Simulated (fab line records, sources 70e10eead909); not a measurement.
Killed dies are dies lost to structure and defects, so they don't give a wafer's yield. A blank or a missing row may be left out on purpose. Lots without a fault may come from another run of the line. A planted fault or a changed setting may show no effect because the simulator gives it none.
Tool commonality check | flow nand_harc | 14 lots, 42 wafers sampled

WHY IT WAS OPENED
At NHARC_P_STI_CD_MEAS_09 the reading cd_nm is flagged on 2 of 14 lots. Wafers without a fault read 199.8 nm, standard deviation 2.2.
Rule: a lot is flagged when every wafer of it that has a number lies more than 4 standard deviations from that mean, or none has a number. The other lots count as sound.

lot  | measured     | on        | cd_nm (nm), wafer by wafer | flag
L898 | day 3 02:40  | cd_sem-03 | 199.3 198.2 198.1          |
L899 | day 3 10:55  | cd_sem-02 | 198.6 202.1 199.9          |
L900 | day 3 14:50  | cd_sem-03 | 196.4 201.8 200.1          |
L905 | day 5 18:58  | cd_sem-03 | 148.4 147.9 148.3          | FLAGGED
L906 | day 6 02:41  | cd_sem-01 | 153.4 151.9 153.1          | FLAGGED
L909 | day 7 09:58  | cd_sem-02 | 201.1 198.7 198.1          |
L910 | day 7 18:58  | cd_sem-02 | 199.8 196.9 201.1          |
L911 | day 8 04:09  | cd_sem-02 | 201.9 200.4 203.2          |
L912 | day 8 14:42  | cd_sem-01 | 200.3 203.1 199.0          |
L915 | day 9 22:38  | cd_sem-01 | 200.7 198.5 197.1          |
L917 | day 10 18:38 | cd_sem-03 | 200.6 198.3 201.0          |
L918 | day 11 04:22 | cd_sem-01 | 201.0 200.4 198.0          |
L919 | day 11 13:34 | cd_sem-01 | 198.2 200.0 202.2          |
L920 | day 12 00:38 | cd_sem-02 | 196.5 196.8 197.1          |
The numbers of the flagged lots are 150.5 nm on average: -49.3 nm against the usual, or -22 standard deviations.

WHICH TOOL RAN EACH LOT
The record holds 3 process steps before the reading, out of a route of 1302 steps. In each cell: the tool, then ch and the chambers that the sampled wafers went through, then the start.
lot  | flag    | NHARC_P_ZERO_WELL_DESCUM_13        | NHARC_P_ZERO_WELL_ETCH_65          | NHARC_P_STI_PEB_07
L898 |         | rie_diel-09 ch 1,2, day 1 21:28    | rie_diel-09 ch 0,1, day 1 21:33    | litho_track-07 ch 0, day 3 02:35
L899 |         | rie_diel-04 ch 1,2,3, day 2 07:28  | rie_diel-04 ch 2,3, day 2 07:49    | litho_track-05 ch 0, day 3 10:50
L900 |         | rie_diel-01 ch 0,2,3, day 2 17:16  | rie_diel-01 ch 0,2,3, day 2 17:22  | litho_track-05 ch 0, day 3 14:46
L905 | FLAGGED | rie_diel-09 ch 1,2, day 4 19:24    | rie_diel-09 ch 0,1,2, day 4 19:29  | litho_track-07 ch 0, day 5 18:52
L906 | FLAGGED | rie_diel-04 ch 0,1,2, day 5 05:24  | rie_diel-04 ch 2,3, day 5 05:29    | litho_track-07 ch 0, day 6 02:35
L909 |         | rie_diel-01 ch 1,2, day 6 11:23    | rie_diel-01 ch 1,2,3, day 6 11:29  | litho_track-03 ch 0, day 7 09:52
L910 |         | rie_diel-04 ch 1,2,3, day 6 21:17  | rie_diel-04 ch 0,1,2, day 6 21:22  | litho_track-03 ch 0, day 7 18:53
L911 |         | rie_diel-04 ch 1,3, day 7 07:23    | rie_diel-04 ch 0,1,2, day 7 07:29  | litho_track-05 ch 0, day 8 04:04
L912 |         | rie_diel-09 ch 0,3, day 7 17:16    | rie_diel-09 ch 0,1, day 7 17:22    | litho_track-05 ch 0, day 8 14:37
L915 |         | rie_diel-04 ch 0,1,3, day 8 23:31  | rie_diel-04 ch 2,3, day 8 23:36    | litho_track-03 ch 0, day 9 22:33
L917 |         | rie_diel-09 ch 0,1,3, day 9 20:53  | rie_diel-09 ch 0,3, day 9 20:58    | litho_track-05 ch 0, day 10 18:32
L918 |         | rie_diel-04 ch 0,1,3, day 10 05:24 | rie_diel-04 ch 1,2,3, day 10 05:32 | litho_track-03 ch 0, day 11 04:17
L919 |         | rie_diel-09 ch 0,2,3, day 10 15:19 | rie_diel-09 ch 0,1,3, day 10 15:25 | litho_track-03 ch 0, day 11 13:29
L920 |         | rie_diel-01 ch 1,2,3, day 11 01:25 | rie_diel-01 ch 1,2,3, day 11 01:30 | litho_track-07 ch 0, day 12 00:32
What these steps do:
- NHARC_P_ZERO_WELL_DESCUM_13: chemistry O2, time 3 s.
- NHARC_P_ZERO_WELL_ETCH_65: etches the open film in N2/H2, target depth 80 nm, overetch 24 nm, time 87.88 s.
- NHARC_P_STI_PEB_07: peb time 80 s.
- NHARC_P_STI_CD_MEAS_09: target cd 200 nm.

FLAGGED OVER TOTAL, TOOL BY TOOL (the gauges that took the reading come last)
step                        | tool           | lots run | flagged | share of the flagged lots | sound lots run after its first flagged lot
NHARC_P_ZERO_WELL_DESCUM_13 | rie_diel-01    | 3        | 0       | none                      | -
NHARC_P_ZERO_WELL_DESCUM_13 | rie_diel-04    | 6        | 1       | some                      | 4 (L910,L911,L915,L918)
NHARC_P_ZERO_WELL_DESCUM_13 | rie_diel-09    | 5        | 1       | some                      | 3 (L912,L917,L919)
NHARC_P_ZERO_WELL_ETCH_65   | rie_diel-01    | 3        | 0       | none                      | -
NHARC_P_ZERO_WELL_ETCH_65   | rie_diel-04    | 6        | 1       | some                      | 4 (L910,L911,L915,L918)
NHARC_P_ZERO_WELL_ETCH_65   | rie_diel-09    | 5        | 1       | some                      | 3 (L912,L917,L919)
NHARC_P_STI_PEB_07          | litho_track-03 | 5        | 0       | none                      | -
NHARC_P_STI_PEB_07          | litho_track-05 | 5        | 0       | none                      | -
NHARC_P_STI_PEB_07          | litho_track-07 | 4        | 2       | all                       | 1 (L920)
NHARC_P_STI_CD_MEAS_09      | cd_sem-01      | 5        | 1       | some                      | 4 (L912,L915,L918,L919)
NHARC_P_STI_CD_MEAS_09      | cd_sem-02      | 5        | 0       | none                      | -
NHARC_P_STI_CD_MEAS_09      | cd_sem-03      | 4        | 1       | some                      | 1 (L917)

WHAT THE TABLE ALLOWS
1 row of the table ran every flagged lot: litho_track-07 at NHARC_P_STI_PEB_07.
- litho_track-07 at NHARC_P_STI_PEB_07: 2 of its 4 lots flagged. Sound lots ran on it after the first flagged one (L920), which a lasting fault on the whole tool wouldn't allow. Its own readings lie more than 4 standard deviations out on every wafer of the flagged lots: heater_power_total_W, plate_temp_C.
No row of the table ran every flagged lot and no sound lot after the first.

WHAT THE SIMULATOR HAD PUT IN
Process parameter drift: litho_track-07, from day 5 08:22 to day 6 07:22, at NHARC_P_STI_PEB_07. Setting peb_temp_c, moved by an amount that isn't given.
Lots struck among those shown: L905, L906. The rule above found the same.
